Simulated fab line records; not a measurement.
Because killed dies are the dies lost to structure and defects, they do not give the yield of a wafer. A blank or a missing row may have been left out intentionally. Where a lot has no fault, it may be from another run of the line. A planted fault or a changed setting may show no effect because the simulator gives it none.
A struck lot beside a sound one + flow nandHarc + 39 out of 1159 route steps
Sound: these wafers, L463.1, L463.5, L463.6. Struck: wafer L476.6 (left out: L476.4, L476.5 of the same lot, which were not struck); the cause appears at the end.
Order at every step that has rows: each side's tool, ch and its chambers, its first start. Under that, the readings that differ: sound wafers + struck wafers + difference of the means + sigmas: that difference in standard deviations of wafers without a fault.
alike: readings with means less than 2 such deviations apart, plus words and numbers identical on both sides. not compared: withheld readings, readings lacking a value on some wafer, bounds such as >300 that could conceal the same value, and numbers that have no deviation in the record and whose values overlap.
Wherever a step has rows on one side only, a row that says differs or no value, or a row with sigmas, the two part there. When numbers do not overlap yet have no deviation, they are printed without sigmas and do not part them. Lack of a reading on every wafer of one side parts them only where that side has two or more wafers.

NHARC_A_STAIRCASE_TRIM_191: chemistry O2, time 211.2 s.
  sound: rieDiel-11 ch 0,3; struck: rieDiel-02 ch 3
  alike: drypumpMotorCurrentA, oesProductAu, rfVppV, showerheadPlenumPTorr, throttleValvePct
  not compared: rfHoursCounterH
then, 7 steps without rows for these wafers: NHARC_A_STAIRCASE_ETCH_192 (etches the open film in C4F8/O2, target depth 100 nm, time 40.5 s); NHARC_A_STAIRCASE_TRIM_193 (chemistry O2, time 211.2 s); NHARC_A_STAIRCASE_ETCH_194 (etches the open film in C4F8/O2, target depth 100 nm, time 40.5 s); NHARC_A_STAIRCASE_TRIM_196 (chemistry O2, time 211.2 s); NHARC_A_STAIRCASE_ETCH_197 (etches the open film in C4F8/O2, target depth 100 nm, time 40.5 s); NHARC_A_STAIRCASE_TRIM_198 (chemistry O2, time 211.2 s); NHARC_A_STAIRCASE_ETCH_199 (etches the open film in C4F8/O2, target depth 100 nm, time 40.5 s).
NHARC_A_STAIRCASE_TRIM_200: chemistry O2, time 211.2 s.
  sound: rieDiel-02 ch 2,3; struck: rieDiel-02 ch 0
| reading                      | sound          | struck | difference | sigmas |
|------------------------------|----------------|--------|------------|--------|
| drypumpMotorCurrentA (A)     | 5.71 5.68 5.84 | 5.11   | -0.63      | -2     |
| showerheadPlenumPTorr (Torr) | 3.56 3.56 3.33 | 3.80   | +0.32      | +2     |
  alike: oesProductAu, rfVppV, throttleValvePct
  not compared: rfHoursCounterH
then, 2 steps without rows for these wafers: NHARC_A_STAIRCASE_ETCH_201 (etches the open film in C4F8/O2, target depth 100 nm, time 40.5 s); NHARC_A_STAIRCASE_TRIM_202 (chemistry O2, time 211.2 s).
NHARC_A_STAIRCASE_ETCH_203: etches the open film in C4F8/O2, target depth 100 nm, time 40.5 s.
  sound on rieDiel-02 ch 1,2, day 13 02:13; struck on rieDiel-02 ch 0, day 15 17:33
| reading    | sound       | struck | difference | sigmas |
|------------|-------------|--------|------------|--------|
| rfVppV (V) | 895 888 895 | 907    | +14        | +3     |
  alike: oesProductAu
  not compared: rfHoursCounterH
then, 13 steps without rows for these wafers: NHARC_A_STAIRCASE_STRIP_205 (strips in O2); NHARC_A_STAIRCASE_STRIP_206 (strips in SPM, time 900 s); NHARC_A_STAIRCASE_PRECLEAN_207 (cleans in SC1); NHARC_A_STAIRCASE_SRD_208; NHARC_A_STAIRCASE_DEHYDRATE_209 (time 120 s); NHARC_A_STAIRCASE_HMDS_210 (time 30 s); NHARC_A_STAIRCASE_COAT_211; NHARC_A_STAIRCASE_SOFTBAKE_212 (time 170 s); NHARC_A_STAIRCASE_EBR_213; NHARC_A_STAIRCASE_EXPOSE_214 (exposes mask STAIR 3); NHARC_A_STAIRCASE_PEB_215 (peb time 130 s); NHARC_A_STAIRCASE_DEVELOP_216 (time 140 s); NHARC_A_STAIRCASE_HARDBAKE_218 (time 140 s).
NHARC_A_STAIRCASE_DESCUM_219: chemistry O2, time 3 s.
  sound on rieDiel-11 ch 0,3, day 13 04:14; struck on rieDiel-11 ch 2, day 15 19:07
  alike: drypumpMotorCurrentA, oesProductAu, rfVppV, showerheadPlenumPTorr, throttleValvePct
  not compared: rfHoursCounterH
then, 9 steps without rows for these wafers: NHARC_A_STAIRCASE_TRIM_220 (chemistry O2, time 211.2 s); NHARC_A_STAIRCASE_ETCH_221 (etches the open film in C4F8/O2, target depth 100 nm, time 40.5 s); NHARC_A_STAIRCASE_TRIM_222 (chemistry O2, time 211.2 s); NHARC_A_STAIRCASE_ETCH_223 (etches the open film in C4F8/O2, target depth 100 nm, time 40.5 s); NHARC_A_STAIRCASE_TRIM_224 (chemistry O2, time 211.2 s); NHARC_A_STAIRCASE_ETCH_225 (etches the open film in C4F8/O2, target depth 100 nm, time 40.5 s); NHARC_A_STAIRCASE_TRIM_226 (chemistry O2, time 211.2 s); NHARC_A_STAIRCASE_ETCH_227 (etches the open film in C4F8/O2, target depth 100 nm, time 40.5 s); NHARC_A_STAIRCASE_TRIM_229 (chemistry O2, time 211.2 s).
NHARC_A_STAIRCASE_ETCH_230: etches the open film in C4F8/O2, target depth 100 nm, time 40.5 s.
  sound: rieDiel-02 ch 0,1,2; struck: rieDiel-11 ch 1
  alike: oesProductAu, rfVppV
  not compared: rfHoursCounterH
NHARC_A_STAIRCASE_TRIM_231: chemistry O2, time 211.2 s.
  sound: rieDiel-02 ch 0,3; struck: rieDiel-11 ch 1
  alike: drypumpMotorCurrentA, oesProductAu, rfVppV, showerheadPlenumPTorr, throttleValvePct
  not compared: rfHoursCounterH
then, 1 step without rows for these wafers: NHARC_A_STAIRCASE_ETCH_232 (etches the open film in C4F8/O2, target depth 100 nm, time 40.5 s).
-- the record jumps here: 9 days lie between the struck wafers' starts before and after (it left off in module A_STAIRCASE and takes up again in module END, whose first step shown is number 1159 of the route) --
NHARC_END_SORT_01:
  the record has rows for the struck wafers here (prober-01 ch 0, day 24 14:15) and none for the sound ones

## WHERE THEY PART
Earliest at NHARC_A_STAIRCASE_TRIM_200; latest, in this record, at NHARC_END_SORT_01.

WHY: the cause the simulator had injected
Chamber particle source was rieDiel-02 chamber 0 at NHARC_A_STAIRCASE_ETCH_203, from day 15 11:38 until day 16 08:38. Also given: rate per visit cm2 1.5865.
